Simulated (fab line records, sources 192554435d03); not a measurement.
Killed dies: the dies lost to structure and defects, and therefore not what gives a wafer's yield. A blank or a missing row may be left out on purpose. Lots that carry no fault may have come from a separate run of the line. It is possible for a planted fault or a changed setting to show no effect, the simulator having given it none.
fab line records	flow n5Finfet	part 1 of 2: steps 1 to 17 of 26
record lots=5	wafers=15	lastDay=21
route steps=1938 shown SD_EPI_P@295
lots with no fault: from the same line, run without faults
startH: hours from the record's opening day to when the first of the lot's shown wafers began	waitH: hours from the lot's prior step to this one	" same as the row above	L1.1+2: a single row standing in for several wafers	- no value present, or no start provided	* or withheld: withheld	< > ~ a bound
route shown NAME@n: names a module that has steps shown in the file, with the first one's number in the route	usual: the fault-free wafers' mean and standard deviation	same: alike in all rows	chamber/n: place in a boat	sites: each site's reading	_std_site: the standard deviation of these	_edge_site: the outer-site mean with the inner-site mean subtracted	radiusMm: for every site, how far away it sits from the centre of the wafer	mask NAME#n: copy n	behind: the last tool/chamber to shape the wafer	hold: the reason the lot was held/the length of the hold in hours/how it ended	device: the transistor (n, p or np) that didn't switch	end of line: the route-end tests of the same wafers	a step without rows: its recipe alone	killed: dies that structure and defects cost at the first sort, which is not the same as the wafer's yield	map: a wafer's dies, x killed, . not, _ none there
set.NAME: the setting that was run; set.NAME@STEP: the one run at that earlier step	model.NAME: the simulator's own value behind a step, which no gauge read
lots at selected steps of the route; one table per step, one row per wafer
services: from which hour (startH, from the record's first day; less than 0 if before it) a tool's chamber was out of use, for how many hours, and why
## steps
# step N5_SD_EPI_P_COAT_34
# recipe resist=SOC	tempC=250	timeS=60	spinRpm=1500	resistThkNm=350
# usual heaterPowerTotalW=500.2/1.8	plateTempC=250.04/0.17	spinSpeedRpm=1500.0/1.2
lot.wafer	tool	chamber	startH	waitH	heaterPowerTotalW	plateTempC	spinSpeedRpm
L075.1	lithoTrack-02	0	63.96	0.0	499.9	250.02	1499.0
L075.3	"	0	"	"	502.9	250.16	1498.4
L075.6	"	0	"	"	497.4	250.16	1500.8
L079.2	lithoTrack-02	0	83.79	0.0	500.3	250.18	1498.7
L079.5	"	0	"	"	502.2	250.37	1498.6
L079.6	"	0	"	"	501.0	250.19	1498.8
L083.1	lithoTrack-05	0	112.57	0.0	497.9	250.13	1500.0
L083.5	"	0	"	"	500.6	249.98	1500.9
L083.6	"	0	"	"	501.4	249.94	1501.4
L092.3	lithoTrack-05	0	161.16	0.0	501.2	249.94	1500.6
L092.4	"	0	"	"	502.8	249.96	1498.4
L092.6	"	0	"	"	497.7	250.21	1500.0
L095.1	lithoTrack-05	0	179.97	0.0	502.6	249.94	1501.0
L095.2	"	0	"	"	499.6	250.22	1499.2
L095.3	"	0	"	"	500.2	250.12	1499.5
# step N5_SD_EPI_P_COAT_35
# recipe resist=SiARC	tempC=220	timeS=60	spinRpm=1500	resistThkNm=35
# usual heaterPowerTotalW=427.9/2.1	plateTempC=220.01/0.15	spinSpeedRpm=1500.1/0.95
lot.wafer	tool	chamber	startH	waitH	heaterPowerTotalW	plateTempC	spinSpeedRpm
L075.1	lithoTrack-02	0	-	-	428.9	220.35	1499.5
L075.3	"	0	"	"	429.8	219.80	1501.6
L075.6	"	0	"	"	428.9	220.14	1499.7
L079.2	lithoTrack-02	0	-	-	425.4	220.10	1500.2
L079.5	"	0	"	"	430.3	220.08	1499.7
L079.6	"	0	"	"	426.1	220.18	1500.1
L083.1	lithoTrack-05	0	-	-	426.2	220.00	1500.2
L083.5	"	0	"	"	428.4	220.21	1498.8
L083.6	"	0	"	"	425.1	220.16	1498.8
L092.3	lithoTrack-05	0	-	-	427.0	219.80	1500.5
L092.4	"	0	"	"	425.4	219.99	1500.7
L092.6	"	0	"	"	429.3	220.00	1501.7
L095.1	lithoTrack-05	0	-	-	429.3	220.03	1499.7
L095.2	"	0	"	"	425.0	220.11	1499.9
L095.3	"	0	"	"	430.7	220.10	1499.8
# step N5_SD_EPI_P_COAT_03
# recipe resist=CAR-ArF-block	spinRpm=1500	resistThkNm=150
# usual spinSpeedRpm=1499.9/1.2
lot.wafer	tool	chamber	startH	waitH	spinSpeedRpm
L075.1	lithoTrack-02	0	-	-	1500.5
L075.3	"	0	"	"	1498.2
L075.6	"	0	"	"	1498.4
L079.2	lithoTrack-02	0	-	-	1500.4
L079.5	"	0	"	"	1499.9
L079.6	"	0	"	"	1498.8
L083.1	lithoTrack-05	0	-	-	1499.7
L083.5	"	0	"	"	1498.2
L083.6	"	0	"	"	1500.4
L092.3	lithoTrack-05	0	-	-	1500.4
L092.4	"	0	"	"	1500.8
L092.6	"	0	"	"	1501.3
L095.1	lithoTrack-05	0	-	-	1499.2
L095.2	"	0	"	"	1502.4
L095.3	"	0	"	"	1500.1
# step N5_SD_EPI_P_EBR_05
# recipe solvent=PGMEA	ebrWidthMm=1.5
# same ebrWidthMm=1.5
lot.wafer	tool	chamber	startH	waitH
L075.1+3+6	lithoTrack-02	0	-	-
L079.2+5+6	lithoTrack-02	0	-	-
L083.1+5+6	lithoTrack-05	0	-	-
L092.3+4+6	lithoTrack-05	0	-	-
L095.1+2+3	lithoTrack-05	0	-	-
# step N5_SD_EPI_P_SOFTBAKE_04
# recipe tempC=110	timeS=60	resist=CAR-ArF-block
# usual heaterPowerTotalW=175.2/1.6	plateTempC=110.01/0.13
lot.wafer	tool	chamber	startH	waitH	heaterPowerTotalW	plateTempC
L075.1	lithoTrack-02	0	-	-	173.7	109.96
L075.3	"	0	"	"	173.0	110.09
L075.6	"	0	"	"	173.0	110.12
L079.2	lithoTrack-02	0	-	-	177.5	110.10
L079.5	"	0	"	"	176.6	109.88
L079.6	"	0	"	"	173.5	109.86
L083.1	lithoTrack-05	0	-	-	173.0	109.92
L083.5	"	0	"	"	177.5	110.04
L083.6	"	0	"	"	175.0	110.05
L092.3	lithoTrack-05	0	-	-	177.5	110.07
L092.4	"	0	"	"	173.4	110.19
L092.6	"	0	"	"	176.3	110.17
L095.1	lithoTrack-05	0	-	-	176.3	109.91
L095.2	"	0	"	"	173.0	109.88
L095.3	"	0	"	"	173.8	110.01
# step N5_SD_EPI_P_EXPOSE_06
# recipe maskId=SD_P_BLK	na=1.35	sourceShape=conventional	sigmaOuter=0.8	polarization=unpolarized	targetCdNm=240	doseMj=39.5
# usual focusOffsetNm=0.0/0.44	stageVelMmS=499.99/0.25
# same na=1.35
lot.wafer	tool	chamber	startH	waitH	mask	focusOffsetNm	stageVelMmS
L075.1	arfiScanner-02	0	64.08	-	SD_P_BLK#0	-0.1	500.18
L075.3	"	0	"	"	SD_P_BLK#0	0.0	500.28
L075.6	"	0	"	"	SD_P_BLK#0	0.1	500.08
L079.2	arfiScanner-03	0	83.91	-	SD_P_BLK#0	-0.5	499.81
L079.5	"	0	"	"	SD_P_BLK#0	0.0	499.22
L079.6	"	0	"	"	SD_P_BLK#0	-0.3	499.49
L083.1	arfiScanner-03	0	112.81	-	SD_P_BLK#0	-0.7	499.95
L083.5	"	0	"	"	SD_P_BLK#0	0.1	500.15
L083.6	"	0	"	"	SD_P_BLK#0	-0.8	500.07
L092.3	arfiScanner-01	0	161.42	-	SD_P_BLK#0	0.6	500.07
L092.4	"	0	"	"	SD_P_BLK#0	-0.3	500.00
L092.6	"	0	"	"	SD_P_BLK#0	-0.4	499.83
L095.1	arfiScanner-03	0	180.21	-	SD_P_BLK#0	0.6	499.63
L095.2	"	0	"	"	SD_P_BLK#0	-0.4	499.63
L095.3	"	0	"	"	SD_P_BLK#0	0.3	499.77
# step N5_SD_EPI_P_PEB_07
# recipe pebTempC=110	pebTimeS=60	resist=CAR-ArF-block
# usual heaterPowerTotalW=175.2/1.6	plateTempC=110.00/0.13
lot.wafer	tool	chamber	startH	waitH	heaterPowerTotalW	plateTempC
L075.1	lithoTrack-05	0	64.14	0.1	173.5	110.00
L075.3	"	0	"	"	174.2	109.81
L075.6	"	0	"	"	174.5	109.93
L079.2	lithoTrack-02	0	83.96	0.0	177.3	109.85
L079.5	"	0	"	"	175.8	109.93
L079.6	"	0	"	"	173.0	110.10
L083.1	lithoTrack-02	0	112.87	0.1	174.3	110.05
L083.5	"	0	"	"	177.4	110.06
L083.6	"	0	"	"	177.6	109.80
L092.3	lithoTrack-05	0	161.46	0.0	173.1	110.05
L092.4	"	0	"	"	175.6	109.89
L092.6	"	0	"	"	176.0	109.97
L095.1	lithoTrack-03	0	180.27	0.1	176.7	110.23
L095.2	"	0	"	"	177.5	110.09
L095.3	"	0	"	"	176.4	110.19
# step N5_SD_EPI_P_DEVELOP_08
# recipe developTimeS=30	developer=TMAH	resist=CAR-ArF-block	devTempC=23	rinseLiquid=diw	dry=airSpin
lot.wafer	tool	chamber	startH	waitH
L075.1+3+6	lithoTrack-05	0	-	-
L079.2+5+6	lithoTrack-02	0	-	-
L083.1+5+6	lithoTrack-02	0	-	-
L092.3+4+6	lithoTrack-05	0	-	-
L095.1+2+3	lithoTrack-03	0	-	-
# step N5_SD_EPI_P_CD_MEAS_09
# recipe targetCdNm=240	landingEnergyEv=500	detector=seInlens
# usual cdNm=239.8/0.7
lot.wafer	tool	chamber	startH	waitH	cdNm
L075.1	cdSem-01	0	64.21	-	239.4
L075.3	"	0	"	"	240.0
L075.6	"	0	"	"	239.2
L079.2	cdSem-02	0	84.03	-	240.0
L079.5	"	0	"	"	240.3
L079.6	"	0	"	"	240.4
L083.1	cdSem-01	0	112.94	-	240.3
L083.5	"	0	"	"	241.0
L083.6	"	0	"	"	240.0
L092.3	cdSem-01	0	161.53	-	239.9
L092.4	"	0	"	"	239.1
L092.6	"	0	"	"	238.9
L095.1	cdSem-03	0	180.34	-	240.8
L095.2	"	0	"	"	241.4
L095.3	"	0	"	"	241.2
# step N5_SD_EPI_P_OVL_MEAS_10
# recipe pointsPerWafer=44
# usual SD_P_BLK_OVL=0.6/0.92
# same pointsPerWafer=44
lot.wafer	tool	chamber	startH	waitH	SD_P_BLK_OVL[nm]
L075.1	overlay-02	0	64.24	0.0	0.4
L075.3	"	0	"	"	-0.3
L075.6	"	0	"	"	0.6
L079.2	overlay-01	0	84.06	0.0	0.3
L079.5	"	0	"	"	0.8
L079.6	"	0	"	"	0.7
L083.1	overlay-01	0	112.97	0.0	-0.1
L083.5	"	0	"	"	0.3
L083.6	"	0	"	"	-0.2
L092.3	overlay-01	0	161.56	0.0	0.6
L092.4	"	0	"	"	0.0
L092.6	"	0	"	"	0.9
L095.1	overlay-02	0	180.37	0.0	-0.4
L095.2	"	0	"	"	0.2
L095.3	"	0	"	"	-0.9
# step N5_SD_EPI_P_INSPECT_11
# recipe mode=adi	inspectInstrument=macro
# usual rawDefectCount=2.1/1.5
lot.wafer	tool	chamber	startH	waitH	rawDefectCount
L075.1	defectInspect-02	-	64.26	0.0	3
L075.3	"	-	"	"	1
L075.6	"	-	"	"	5
L079.2	defectInspect-01	-	84.08	0.0	3
L079.5	"	-	"	"	6
L079.6	"	-	"	"	2
L083.1	defectInspect-01	-	112.99	0.0	0
L083.5	"	-	"	"	1
L083.6	"	-	"	"	4
L092.3	defectInspect-01	-	161.58	0.0	0
L092.4	"	-	"	"	3
L092.6	"	-	"	"	3
L095.1	defectInspect-02	-	180.39	0.0	0
L095.2	"	-	"	"	1
L095.3	"	-	"	"	3
# step N5_SD_EPI_P_DESCUM_14
# recipe chemistry=O2	timeS=7.9	sourcePowerW=50	biasPowerW=20	pressureMtorr=20	rfFrequencyHz=2.712e+07	tempC=40	resist=CAR-ArF-block	o2FlowSccm=225
# usual drypumpMotorCurrentA=5.8/0.37	oesProductAu=0.81/0.094	rfFwdPowerW=49.35/0.22	rfVppV=243.1/1.3	showerheadPlenumPTorr=2.09/0.066	throttleValvePct=20.45/0.19
lot.wafer	tool	chamber	startH	waitH	drypumpMotorCurrentA	oesProductAu	rfFwdPowerW	rfHoursCounterH	rfVppV	showerheadPlenumPTorr	throttleValvePct
L075.1	rieDiel-01	2	64.29	0.0	5.7	0.87	49.59	34	243.6	2.13	20.59
L075.3	"	3	"	"	6.1	0.69	49.70	247	242.9	2.15	20.62
L075.6	"	1	"	"	5.6	0.74	49.78	-	240.5	1.99	20.65
L079.2	rieDiel-03	1	84.12	0.0	5.2	0.73	49.25	190	244.1	2.17	20.19
L079.5	"	2	"	"	5.9	0.90	49.76	-	243.6	2.13	20.32
L079.6	"	3	"	"	6.2	0.85	49.44	-	243.8	2.03	20.14
L083.1	rieDiel-03	0	113.05	0.1	6.0	0.92	49.33	19	243.3	2.06	20.57
L083.5	"	0	"	"	6.0	0.92	49.02	-	242.3	2.06	20.59
L083.6	"	1	"	"	5.2	0.72	49.21	-	245.0	2.16	20.20
L092.3	rieDiel-06	2	161.68	0.1	5.5	0.81	48.93	101	245.1	2.11	20.35
L092.4	"	0	"	"	6.5	0.78	49.03	138	244.2	2.19	20.41
L092.6	"	1	"	"	6.3	0.98	49.32	-	242.6	2.06	20.41
L095.1	rieDiel-06	3	180.45	0.1	5.8	0.69	49.33	232	240.6	1.98	20.27
L095.2	"	2	"	"	5.5	0.79	49.40	106	244.2	2.11	20.36
L095.3	"	0	"	"	6.5	0.77	49.31	144	245.4	2.19	20.42
# step N5_SD_EPI_P_ETCH_36
# recipe chemistry=CF4	target=SiARC	targetDepthA=455	maskMaterial=CAR-ArF-block	timeS=75.8	ionEnergyEv=80	pressureMtorr=40	sourceW=545	biasW=36	Ar_flow_sccm=100	cf4FlowSccm=100	ends=cleared
# usual drypumpMotorCurrentA=5.8/0.37	etchRfOnTimeS=75.7/1.2	mfcArSccm=100.04/0.27	oesProductAu=0.69/0.082	rfFwdPowerW=539.0/2.1	rfVppV=184.0/1.1	showerheadPlenumPTorr=2.14/0.063	throttleValvePct=15.62/0.2
lot.wafer	tool	chamber	startH	waitH	drypumpMotorCurrentA	etchRfOnTimeS	mfcArSccm	oesProductAu	rfFwdPowerW	rfHoursCounterH	rfVppV	showerheadPlenumPTorr	throttleValvePct
L075.1	rieDiel-01	2	64.33	0.0	5.7	76.9	100.01	0.73	541.6	34	184.3	2.18	15.71
L075.3	"	3	"	"	6.0	75.5	100.67	0.61	539.7	247	184.2	2.19	15.83
L075.6	"	1	"	"	5.6	77.0	100.09	0.63	537.4	-	181.9	2.04	15.81
L079.2	rieDiel-03	1	84.15	0.0	5.2	76.2	99.72	0.62	534.5	190	184.6	2.21	15.46
L079.5	"	2	"	"	5.9	74.5	100.24	0.76	540.7	-	186.2	2.19	15.48
L079.6	"	3	"	"	6.2	75.4	99.82	0.73	539.1	-	182.8	2.08	15.35
L083.1	rieDiel-03	0	113.08	0.0	6.0	75.6	99.92	0.77	538.7	19	186.5	2.10	15.60
L083.5	"	0	"	"	6.0	74.7	99.59	0.79	539.4	-	184.5	2.10	15.62
L083.6	"	1	"	"	5.2	76.3	100.15	0.61	538.6	-	184.9	2.21	15.48
L092.3	rieDiel-06	2	161.72	0.0	5.5	74.6	99.77	0.70	536.6	101	184.6	2.16	15.50
L092.4	"	0	"	"	6.5	76.0	100.08	0.66	537.0	138	183.4	2.23	15.55
L092.6	"	1	"	"	6.3	74.4	99.67	0.83	538.5	-	181.8	2.11	15.59
L095.1	rieDiel-06	3	180.49	0.0	5.8	76.7	100.09	0.59	536.5	232	182.6	2.03	15.52
L095.2	"	2	"	"	5.5	74.6	100.35	0.69	538.8	106	184.7	2.16	15.50
L095.3	"	0	"	"	6.5	76.8	99.85	0.66	536.6	145	184.7	2.23	15.58
# step N5_SD_EPI_P_ETCH_37
# recipe chemistry=N2/H2	target=SOC	overetchA=1080	maskMaterial=SiARC	tempC=40	ionEnergyEv=100	sourceW=3000	biasW=133	pressureMtorr=20	timeS=486	n2FlowSccm=200	h2FlowSccm=200	ends=endPoint
# usual drypumpMotorCurrentA=5.8/0.36	n2FlowSccm=200.0/0.56	oesProductAu=0.72/0.08	rfFwdPowerW=2996/8.6	rfVppV=240.6/1.4	showerheadPlenumPTorr=2.53/0.078	throttleValvePct=23.85/0.25
lot.wafer	tool	chamber	startH	waitH	drypumpMotorCurrentA	n2FlowSccm	oesProductAu	rfFwdPowerW	rfHoursCounterH	rfVppV	showerheadPlenumPTorr	throttleValvePct
L075.1	rieDiel-01	2	64.39	0.0	5.7	200.1	0.77	3005	34	242.1	2.59	24.04
L075.3	"	3	"	"	6.0	198.7	0.63	3010	247	241.5	2.61	23.94
L075.6	"	1	"	"	5.6	200.7	0.66	2995	-	238.4	2.42	24.21
L079.2	rieDiel-03	1	84.21	0.0	5.2	199.6	0.65	3001	190	242.9	2.63	23.60
L079.5	"	2	"	"	5.9	199.6	0.79	3001	-	241.5	2.60	23.83
L079.6	"	3	"	"	6.2	199.5	0.75	2994	-	239.7	2.47	23.39
L083.1	rieDiel-03	0	113.14	0.0	6.0	201.7	0.82	2997	19	239.7	2.49	23.85
L083.5	"	0	"	"	6.0	200.5	0.81	2988	-	240.2	2.49	23.86
L083.6	"	1	"	"	5.2	199.7	0.64	2999	-	240.9	2.62	23.61
L092.3	rieDiel-06	2	161.77	0.0	5.5	199.3	0.72	2996	101	241.3	2.57	23.57
L092.4	"	0	"	"	6.5	200.2	0.69	2993	138	242.3	2.65	23.87
L092.6	"	1	"	"	6.3	199.9	0.86	3004	-	239.2	2.50	23.82
L095.1	rieDiel-06	3	180.54	0.0	5.8	199.4	0.62	2981	232	239.5	2.40	23.66
L095.2	"	2	"	"	5.5	199.2	0.72	2990	107	241.2	2.56	23.58
L095.3	"	0	"	"	6.5	200.5	0.68	3009	145	242.4	2.65	23.90
# step N5_SD_EPI_P_STRIP_38
# recipe chemistry=N2/H2	tempC=40	n2FlowSccm=200	h2FlowSccm=200	rfFrequencyHz=6e+07
lot.wafer	tool	chamber	startH	waitH
L075.1+3+6	rieDiel-01	2,3,1	64.70	0.2
L079.2+5+6	rieDiel-03	1,2,3	84.52	0.2
L083.1+5+6	rieDiel-03	0,0,1	113.45	0.2
L092.3+4+6	rieDiel-06	2,0,1	162.09	0.2
L095.1+2+3	rieDiel-06	3,2,0	180.86	0.2
# step N5_SD_EPI_P_ETCHBACK_46
# recipe chemistry=CH3F/O2	mode=anisotropicEtchback	target=SiNx	targetDepthA=175	stopOn=SiO2	overEtchFrac=0.3	ionEnergyEv=120	pressureMtorr=30	sourceW=395	biasW=73	Ar_flow_sccm=150	CH3F_flow_sccm=30	O2_flow_sccm=20
# usual drypumpMotorCurrentA=5.8/0.36	mfcArSccm=150.0/0.41	oes_ar_750_au=0.81/0.091	oesProductAu=0.69/0.076	rfFwdPowerW=393.1/1.4	rfVppV=296/3.7	showerheadPlenumPTorr=1.99/0.061	throttleValvePct=16.36/0.2
lot.wafer	tool	chamber	startH	waitH	drypumpMotorCurrentA	mfcArSccm	oes_ar_750_au	oesProductAu	rfFwdPowerW	rfHoursCounterH	rfVppV	showerheadPlenumPTorr	throttleValvePct
L075.1	rieDiel-01	2	64.71	0.0	5.7	150.4	0.86	0.75	393.4	34	301	2.04	16.43
L075.3	"	3	"	"	6.1	150.2	0.70	0.60	393.4	247	293	2.05	16.55
L075.6	"	1	"	"	5.6	150.6	0.74	0.64	394.1	-	295	1.90	16.58
L079.2	rieDiel-03	1	84.53	0.0	5.2	150.7	0.72	0.62	393.2	190	303	2.07	16.18
L079.5	"	2	"	"	5.9	150.3	0.90	0.75	393.4	-	294	2.04	16.20
L079.6	"	3	"	"	6.2	149.6	0.85	0.72	390.9	-	294	1.94	16.09
L083.1	rieDiel-03	0	113.46	0.0	6.0	150.2	0.91	0.79	394.8	19	302	1.97	16.41
L083.5	"	0	"	"	6.0	150.4	0.91	0.77	393.5	-	301	1.97	16.39
L083.6	"	1	"	"	5.2	150.1	0.72	0.61	389.4	-	302	2.07	16.21
L092.3	rieDiel-06	2	162.10	0.0	5.5	150.5	0.81	0.69	391.4	101	296	2.02	16.29
L092.4	"	0	"	"	6.5	150.0	0.77	0.67	393.3	138	299	2.09	16.31
L092.6	"	1	"	"	6.3	149.8	0.97	0.83	393.7	-	290	1.97	16.30
L095.1	rieDiel-06	3	180.87	0.0	5.8	150.0	0.69	0.59	390.9	232	293	1.89	16.27
L095.2	"	2	"	"	5.5	150.9	0.80	0.68	393.1	107	298	2.02	16.28
L095.3	"	0	"	"	6.5	150.4	0.77	0.67	391.8	145	298	2.09	16.31
# step N5_SD_EPI_P_ETCH_47
# recipe chemistry=CH3F/O2	target=SiOCN	targetDepthA=250	maskMaterial=SOC	ionEnergyEv=60	biasW=29	pressureMtorr=30	sourceW=410	Ar_flow_sccm=150	CH3F_flow_sccm=30	O2_flow_sccm=20
# usual drypumpMotorCurrentA=5.8/0.36	mfcArSccm=150.0/0.49	oes_ar_750_au=0.81/0.091	oesProductAu=0.81/0.094	rfFwdPowerW=408.0/1.2	rfVppV=126.8/1.5	showerheadPlenumPTorr=1.99/0.061	throttleValvePct=16.34/0.2
lot.wafer	tool	chamber	startH	waitH	drypumpMotorCurrentA	mfcArSccm	oes_ar_750_au	oesProductAu	rfFwdPowerW	rfHoursCounterH	rfVppV	showerheadPlenumPTorr	throttleValvePct
L075.1	rieDiel-01	2	64.81	0.1	5.7	149.8	0.86	0.88	409.2	34	128.0	2.04	16.42
L075.3	"	3	"	"	6.0	149.4	0.71	0.69	408.6	247	126.5	2.05	16.50
L075.6	"	1	"	"	5.6	150.9	0.74	0.74	407.5	-	126.0	1.90	16.55
L079.2	rieDiel-03	1	84.63	0.1	5.2	150.6	0.72	0.73	407.3	190	127.9	2.07	16.15
L079.5	"	2	"	"	5.8	149.8	0.89	0.89	407.9	-	126.7	2.04	16.18
L079.6	"	3	"	"	6.1	149.6	0.85	0.85	407.5	-	127.9	1.94	16.07
L083.1	rieDiel-03	0	113.56	0.1	6.0	150.3	0.91	0.91	406.6	19	129.3	1.97	16.38
L083.5	"	0	"	"	6.0	150.0	0.91	0.92	406.9	-	129.2	1.97	16.36
L083.6	"	1	"	"	5.2	149.3	0.71	0.72	406.6	-	129.2	2.07	16.16
L092.3	rieDiel-06	2	162.20	0.1	5.5	149.3	0.81	0.81	406.9	101	126.6	2.02	16.24
L092.4	"	0	"	"	6.5	150.8	0.78	0.78	408.1	138	127.3	2.09	16.28
L092.6	"	1	"	"	6.3	149.1	0.98	0.97	409.0	-	124.1	1.97	16.27
L095.1	rieDiel-06	3	180.97	0.1	5.8	149.8	0.70	0.68	407.7	232	125.0	1.89	16.25
L095.2	"	2	"	"	5.5	149.9	0.81	0.79	409.8	107	127.5	2.02	16.26
L095.3	"	0	"	"	6.5	149.1	0.77	0.76	407.0	145	127.1	2.09	16.30
